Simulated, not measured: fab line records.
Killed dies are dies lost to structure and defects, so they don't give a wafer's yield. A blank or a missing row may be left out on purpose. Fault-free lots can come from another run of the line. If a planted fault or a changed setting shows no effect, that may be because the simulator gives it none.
The tool behind it: which one? || flow n5 finfet || 24 wafers from 8 lots sampled at 7 of the route's 1938 steps

== WHAT THE GAUGES SHOWED, per wafer ==
N5_PMOS_HMC_CHANNEL_EPI_INSPECT_30: inspects for defects (darkfield).
{"lot": "L709", "measured": "day 2 21:09", "on": "defect inspect-02", "raw defect count": "16 15 24"}
{"lot": "L710", "measured": "day 3 01:57", "on": "defect inspect-02", "raw defect count": "18 14 13"}
{"lot": "L721", "measured": "day 5 20:25", "on": "defect inspect-01", "raw defect count": "9 23 8"}
{"lot": "L722", "measured": "day 6 02:09", "on": "defect inspect-01", "raw defect count": "19 27 12"}
{"lot": "L724", "measured": "day 6 14:30", "on": "defect inspect-02", "raw defect count": "11 17 23"}
{"lot": "L726", "measured": "day 7 02:23", "on": "defect inspect-02", "raw defect count": "20 30 23"}
{"lot": "L727", "measured": "day 7 08:52", "on": "defect inspect-01", "raw defect count": "15 16 21"}
{"lot": "L728", "measured": "day 7 15:08", "on": "defect inspect-01", "raw defect count": "21 13 19"}

N5_FIN_SAQP_CD_MEAS_31: target cd 8 nm.
{"lot": "L709", "measured": "day 3 03:35", "on": "cd sem-02", "cd nm (nm)": "8.25 8.41 8.01"}
{"lot": "L710", "measured": "day 3 08:00", "on": "cd sem-03", "cd nm (nm)": "8.04 7.79 7.84"}
{"lot": "L721", "measured": "day 6 01:19", "on": "cd sem-01", "cd nm (nm)": "- - -"}
{"lot": "L722", "measured": "day 6 07:59", "on": "cd sem-01", "cd nm (nm)": "- - -"}
{"lot": "L724", "measured": "day 6 19:37", "on": "cd sem-02", "cd nm (nm)": "7.99 8.42 8.24"}
{"lot": "L726", "measured": "day 7 09:26", "on": "cd sem-03", "cd nm (nm)": "8.23 8.33 7.84"}
{"lot": "L727", "measured": "day 7 14:53", "on": "cd sem-01", "cd nm (nm)": "8.25 8.35 7.76"}
{"lot": "L728", "measured": "day 7 20:34", "on": "cd sem-01", "cd nm (nm)": "8.14 8.36 8.64"}

N5_BEOL_M4_RC_MEAS_101.
{"lot": "L709", "measured": "day 12 18:28", "on": "prober-02", "DIBL_N (mV/V)": "40.6 38.6 39.5", "DIBL_P (mV/V)": "39 38 37", "IOFF_N (nA/um)": "0.20 0.19 0.19", "IOFF_P (nA/um)": "0.30 0.30 0.26", "ION_N (uA/um)": "661 674 692", "ION_P (uA/um)": "466 477 475", "SS_N (mV/dec)": "73.0 71.6 71.4", "SS_P (mV/dec)": "74.1 74.0 73.9", "VT_N (mV)": "248 247 248", "VT_P (mV)": "-244 -243 -247"}
{"lot": "L710", "measured": "day 12 09:07", "on": "prober-02", "DIBL_N (mV/V)": "34.7 33.9 34.8", "DIBL_P (mV/V)": "34 33 35", "IOFF_N (nA/um)": "0.13 0.12 0.13", "IOFF_P (nA/um)": "0.22 0.19 0.23", "ION_N (uA/um)": "659 661 674", "ION_P (uA/um)": "464 461 475", "SS_N (mV/dec)": "71.6 71.3 71.1", "SS_P (mV/dec)": "73.4 72.3 72.6", "VT_N (mV)": "251 253 255", "VT_P (mV)": "-247 -251 -246"}
{"lot": "L724", "measured": "day 15 12:39", "on": "prober-01", "DIBL_N (mV/V)": "35.4 36.7 35.1", "DIBL_P (mV/V)": "38 39 38", "IOFF_N (nA/um)": "0.15 0.18 0.15", "IOFF_P (nA/um)": "0.20 0.22 0.21", "ION_N (uA/um)": "669 688 669", "ION_P (uA/um)": "457 465 460", "SS_N (mV/dec)": "71.1 71.8 71.3", "SS_P (mV/dec)": "73.4 73.7 73.4", "VT_N (mV)": "253 246 251", "VT_P (mV)": "-252 -252 -251"}
{"lot": "L726", "measured": "day 17 18:43", "on": "prober-01", "DIBL_N (mV/V)": "43.7 38.2 37.7", "DIBL_P (mV/V)": "45 38 37", "IOFF_N (nA/um)": "0.34 0.18 0.17", "IOFF_P (nA/um)": "0.39 0.24 0.23", "ION_N (uA/um)": "692 696 677", "ION_P (uA/um)": "472 478 467", "SS_N (mV/dec)": "73.6 71.0 71.5", "SS_P (mV/dec)": "75.9 73.4 74.3", "VT_N (mV)": "243 249 250", "VT_P (mV)": "-243 -248 -248"}
{"lot": "L727", "measured": "day 16 07:49", "on": "prober-02", "DIBL_N (mV/V)": "36.5 37.0 38.3", "DIBL_P (mV/V)": "39 39 41", "IOFF_N (nA/um)": "0.19 0.19 0.23", "IOFF_P (nA/um)": "0.26 0.26 0.30", "ION_N (uA/um)": "704 674 700", "ION_P (uA/um)": "484 462 477", "SS_N (mV/dec)": "71.2 72.0 71.3", "SS_P (mV/dec)": "74.6 73.8 74.7", "VT_N (mV)": "244 248 245", "VT_P (mV)": "-243 -248 -248"}
{"lot": "L728", "measured": "day 16 15:21", "on": "prober-02", "DIBL_N (mV/V)": "39.7 40.2 38.0", "DIBL_P (mV/V)": "42 42 39", "IOFF_N (nA/um)": "0.26 0.25 0.22", "IOFF_P (nA/um)": "0.32 0.33 0.26", "ION_N (uA/um)": "694 682 681", "ION_P (uA/um)": "474 475 466", "SS_N (mV/dec)": "72.8 72.6 72.4", "SS_P (mV/dec)": "75.2 74.5 74.2", "VT_N (mV)": "241 246 245", "VT_P (mV)": "-245 -245 -246"}

== WHAT TOOL EACH LOT RAN ON (gives the tool, then ch and the chambers of the sampled wafers, and finally the start) ==
{"lot": "L709", "N5_FIN_SAQP_DENSIFY_62": "rtp anneal-01 ch 0, day 2 21:32", "N5_FIN_SAQP_HM_DEP_03": "pecvd-02 ch 0,1, day 2 21:43", "N5_FIN_SAQP_PECVD_47": "pecvd-01 ch 0,2, day 2 21:52", "N5_FIN_SAQP_MANDREL_ETCH_58": "rie si-02 ch 1,3, day 3 01:23"}
{"lot": "L710", "N5_FIN_SAQP_DENSIFY_62": "rtp anneal-02 ch 0, day 3 02:19", "N5_FIN_SAQP_HM_DEP_03": "pecvd-02 ch 0,2, day 3 02:29", "N5_FIN_SAQP_PECVD_47": "pecvd-04 ch 0,1,2, day 3 02:37", "N5_FIN_SAQP_MANDREL_ETCH_58": "rie si-02 ch 0,1,2, day 3 06:34"}
{"lot": "L721", "N5_FIN_SAQP_DENSIFY_62": "rtp anneal-02 ch 0, day 5 20:46", "N5_FIN_SAQP_HM_DEP_03": "pecvd-01 ch 1,2, day 5 20:58", "N5_FIN_SAQP_PECVD_47": "pecvd-02 ch 0,1,2, day 5 21:07", "N5_FIN_SAQP_MANDREL_ETCH_58": "rie si-01 ch 0,2,3, day 5 23:57"}
{"lot": "L722", "N5_FIN_SAQP_DENSIFY_62": "rtp anneal-01 ch 0, day 6 02:28", "N5_FIN_SAQP_HM_DEP_03": "pecvd-02 ch 1,2, day 6 02:41", "N5_FIN_SAQP_PECVD_47": "pecvd-01 ch 1,2, day 6 02:49", "N5_FIN_SAQP_MANDREL_ETCH_58": "rie si-02 ch 1,2,3, day 6 06:32"}
{"lot": "L724", "N5_FIN_SAQP_DENSIFY_62": "rtp anneal-02 ch 0, day 6 14:50", "N5_FIN_SAQP_HM_DEP_03": "pecvd-04 ch 1,2, day 6 15:02", "N5_FIN_SAQP_PECVD_47": "pecvd-01 ch 0,1,2, day 6 15:10", "N5_FIN_SAQP_MANDREL_ETCH_58": "rie si-04 ch 0,3, day 6 18:15"}
{"lot": "L726", "N5_FIN_SAQP_DENSIFY_62": "rtp anneal-02 ch 0, day 7 03:40", "N5_FIN_SAQP_HM_DEP_03": "pecvd-01 ch 0,1, day 7 03:51", "N5_FIN_SAQP_PECVD_47": "pecvd-02 ch 0,2, day 7 03:59", "N5_FIN_SAQP_MANDREL_ETCH_58": "rie si-04 ch 0,1, day 7 07:27"}
{"lot": "L727", "N5_FIN_SAQP_DENSIFY_62": "rtp anneal-02 ch 0, day 7 09:27", "N5_FIN_SAQP_HM_DEP_03": "pecvd-04 ch 0,1,2, day 7 09:38", "N5_FIN_SAQP_PECVD_47": "pecvd-01 ch 0,1,2, day 7 09:46", "N5_FIN_SAQP_MANDREL_ETCH_58": "rie si-02 ch 0,1,3, day 7 13:31"}
{"lot": "L728", "N5_FIN_SAQP_DENSIFY_62": "rtp anneal-02 ch 0, day 7 15:31", "N5_FIN_SAQP_HM_DEP_03": "pecvd-02 ch 0,2, day 7 15:44", "N5_FIN_SAQP_PECVD_47": "pecvd-02 ch 1,2, day 7 15:52", "N5_FIN_SAQP_MANDREL_ETCH_58": "rie si-02 ch 0,2,3, day 7 19:11"}
- N5_FIN_SAQP_DENSIFY_62: time 60 s.
- N5_FIN_SAQP_HM_DEP_03: deposits SiNx from SiH4/NH3/N2, target thk 38 nm, time 33.6 s.
- N5_FIN_SAQP_PECVD_47: deposits a-Si from SiH4/He, target thk 45 nm, time 36.3 s.
- N5_FIN_SAQP_MANDREL_ETCH_58: etches a-Si in HBr/Cl2, stops on SiNx, target depth 45 nm, bt time 10 s, time 27 s.

== WHAT THE TOOLS THEMSELVES READ (means of the sampled wafers that have a number; where no wafer has one, the mark that the record gives instead) ==
N5_FIN_SAQP_DENSIFY_62.
{"lot": "L709", "tool": "rtp anneal-01", "lamp power pct (%)": 9.81, "wafer_temp_C_max": 703.0}
{"lot": "L710", "tool": "rtp anneal-02", "lamp power pct (%)": 9.87, "wafer_temp_C_max": 703.9}
{"lot": "L721", "tool": "rtp anneal-02", "lamp power pct (%)": 9.90, "wafer_temp_C_max": 703.3}
{"lot": "L722", "tool": "rtp anneal-01", "lamp power pct (%)": 9.83, "wafer_temp_C_max": 703.1}
{"lot": "L724", "tool": "rtp anneal-02", "lamp power pct (%)": 9.87, "wafer_temp_C_max": 703.3}
{"lot": "L726", "tool": "rtp anneal-02", "lamp power pct (%)": 9.85, "wafer_temp_C_max": 703.6}
{"lot": "L727", "tool": "rtp anneal-02", "lamp power pct (%)": 9.87, "wafer_temp_C_max": 703.0}
{"lot": "L728", "tool": "rtp anneal-02", "lamp power pct (%)": 9.83, "wafer_temp_C_max": 703.8}

N5_FIN_SAQP_HM_DEP_03.
{"lot": "L709", "tool": "pecvd-02", "heater power w (W)": 706, "rf fwd power W (W)": 298.4, "showerhead plenum p Torr (Torr)": 5.12, "throttle valve pct (%)": 39.5}
{"lot": "L710", "tool": "pecvd-02", "heater power w (W)": 658, "rf fwd power W (W)": 298.4, "showerhead plenum p Torr (Torr)": 5.10, "throttle valve pct (%)": 36.3}
{"lot": "L721", "tool": "pecvd-01", "heater power w (W)": 871, "rf fwd power W (W)": 297.2, "showerhead plenum p Torr (Torr)": 5.07, "throttle valve pct (%)": 38.6}
{"lot": "L722", "tool": "pecvd-02", "heater power w (W)": 638, "rf fwd power W (W)": 298.1, "showerhead plenum p Torr (Torr)": 5.13, "throttle valve pct (%)": 37.2}
{"lot": "L724", "tool": "pecvd-04", "heater power w (W)": 791, "rf fwd power W (W)": 298.2, "showerhead plenum p Torr (Torr)": 5.16, "throttle valve pct (%)": 39.4}
{"lot": "L726", "tool": "pecvd-01", "heater power w (W)": 810, "rf fwd power W (W)": 297.0, "showerhead plenum p Torr (Torr)": 5.14, "throttle valve pct (%)": 41.3}
{"lot": "L727", "tool": "pecvd-04", "heater power w (W)": 810, "rf fwd power W (W)": 297.7, "showerhead plenum p Torr (Torr)": 5.15, "throttle valve pct (%)": 40.1}
{"lot": "L728", "tool": "pecvd-02", "heater power w (W)": 721, "rf fwd power W (W)": 297.3, "showerhead plenum p Torr (Torr)": 5.09, "throttle valve pct (%)": 38.0}

N5_FIN_SAQP_PECVD_47.
{"lot": "L709", "tool": "pecvd-01", "chamber pressure Torr (Torr)": 3.003, "heater power outer w (W)": 576, "heater power w (W)": 895, "rf fwd power W (W)": 98.6, "showerhead plenum p Torr (Torr)": 5.57, "throttle valve pct (%)": 18.5}
{"lot": "L710", "tool": "pecvd-04", "chamber pressure Torr (Torr)": 2.994, "heater power outer w (W)": 549, "heater power w (W)": 913, "rf fwd power W (W)": 98.7, "showerhead plenum p Torr (Torr)": 5.67, "throttle valve pct (%)": 18.4}
{"lot": "L721", "tool": "pecvd-02", "chamber pressure Torr (Torr)": "-", "heater power outer w (W)": "-", "heater power w (W)": "-", "rf fwd power W (W)": "-", "showerhead plenum p Torr (Torr)": "-", "throttle valve pct (%)": "-"}
{"lot": "L722", "tool": "pecvd-01", "chamber pressure Torr (Torr)": "-", "heater power outer w (W)": "-", "heater power w (W)": "-", "rf fwd power W (W)": "-", "showerhead plenum p Torr (Torr)": "-", "throttle valve pct (%)": "-"}
{"lot": "L724", "tool": "pecvd-01", "chamber pressure Torr (Torr)": 3.001, "heater power outer w (W)": 537, "heater power w (W)": 863, "rf fwd power W (W)": 98.9, "showerhead plenum p Torr (Torr)": 5.62, "throttle valve pct (%)": 18.2}
{"lot": "L726", "tool": "pecvd-02", "chamber pressure Torr (Torr)": 2.996, "heater power outer w (W)": 459, "heater power w (W)": 708, "rf fwd power W (W)": 98.9, "showerhead plenum p Torr (Torr)": 5.63, "throttle valve pct (%)": 16.8}
{"lot": "L727", "tool": "pecvd-01", "chamber pressure Torr (Torr)": 3.000, "heater power outer w (W)": 528, "heater power w (W)": 870, "rf fwd power W (W)": 98.5, "showerhead plenum p Torr (Torr)": 5.63, "throttle valve pct (%)": 18.2}
{"lot": "L728", "tool": "pecvd-02", "chamber pressure Torr (Torr)": 3.004, "heater power outer w (W)": 417, "heater power w (W)": 674, "rf fwd power W (W)": 99.6, "showerhead plenum p Torr (Torr)": 5.66, "throttle valve pct (%)": 17.1}

N5_FIN_SAQP_MANDREL_ETCH_58.
{"lot": "L709", "tool": "rie si-02", "drypump motor current A (A)": 5.1, "oes product au (a.u.)": 0.706, "rf fwd power W (W)": 794.3, "throttle valve pct (%)": 35.2}
{"lot": "L710", "tool": "rie si-02", "drypump motor current A (A)": 5.7, "oes product au (a.u.)": 0.702, "rf fwd power W (W)": 793.7, "throttle valve pct (%)": 35.4}
{"lot": "L721", "tool": "rie si-01", "drypump motor current A (A)": 5.7, "oes product au (a.u.)": 0.325, "rf fwd power W (W)": 795.4, "throttle valve pct (%)": 36.2}
{"lot": "L722", "tool": "rie si-02", "drypump motor current A (A)": 5.3, "oes product au (a.u.)": 0.324, "rf fwd power W (W)": 792.9, "throttle valve pct (%)": 36.1}
{"lot": "L724", "tool": "rie si-04", "drypump motor current A (A)": 6.2, "oes product au (a.u.)": 0.687, "rf fwd power W (W)": 794.7, "throttle valve pct (%)": 35.7}
{"lot": "L726", "tool": "rie si-04", "drypump motor current A (A)": 5.9, "oes product au (a.u.)": 0.696, "rf fwd power W (W)": 791.3, "throttle valve pct (%)": 35.9}
{"lot": "L727", "tool": "rie si-02", "drypump motor current A (A)": 5.5, "oes product au (a.u.)": 0.705, "rf fwd power W (W)": 793.3, "throttle valve pct (%)": 35.4}
{"lot": "L728", "tool": "rie si-02", "drypump motor current A (A)": 5.3, "oes product au (a.u.)": 0.703, "rf fwd power W (W)": 791.0, "throttle valve pct (%)": 35.2}

== THE ANSWER, worked out from the rows above alone ==
Rule: the lots themselves supply what counts as usual. Put in order of their means at a reading, lots are off if they are a third of the lots or fewer, leave a main group of 4 or more, and stand apart from it by a gap of 3 or more times the standard deviation of the main group's means; of several such gaps the widest counts. Not used: any main group whose means are identical at the precision the tables above print for the reading. Also off: a lot with no number at a reading for which 4 or more lots have one. Any other lot the step has rows for is counted as sound. Order of review: gauges by route order, followed by the tools' own readings, for which a lot's mean as printed above is used. The first step at which some lot is off is used, and at that step the reading that is off furthest; a lot without a number counts as furthest.
Off at N5_FIN_SAQP_CD_MEAS_31 (cd nm): L721, L722. Without a number there: L721, L722. The main group: mean 8.16 nm, standard deviation 0.15.
If a tool, at a process step before that reading, ran all the lots that are off and no sound lot after the first of them, it fits. Not tried: the gauges at N5_FIN_SAQP_CD_MEAS_31; whatever is off there is also off at N5_FIN_SAQP_PECVD_47, on other tools, and gauge error can't account for it. No candidate that was tried fits.

== WHAT THE SIMULATOR PUT IN ==
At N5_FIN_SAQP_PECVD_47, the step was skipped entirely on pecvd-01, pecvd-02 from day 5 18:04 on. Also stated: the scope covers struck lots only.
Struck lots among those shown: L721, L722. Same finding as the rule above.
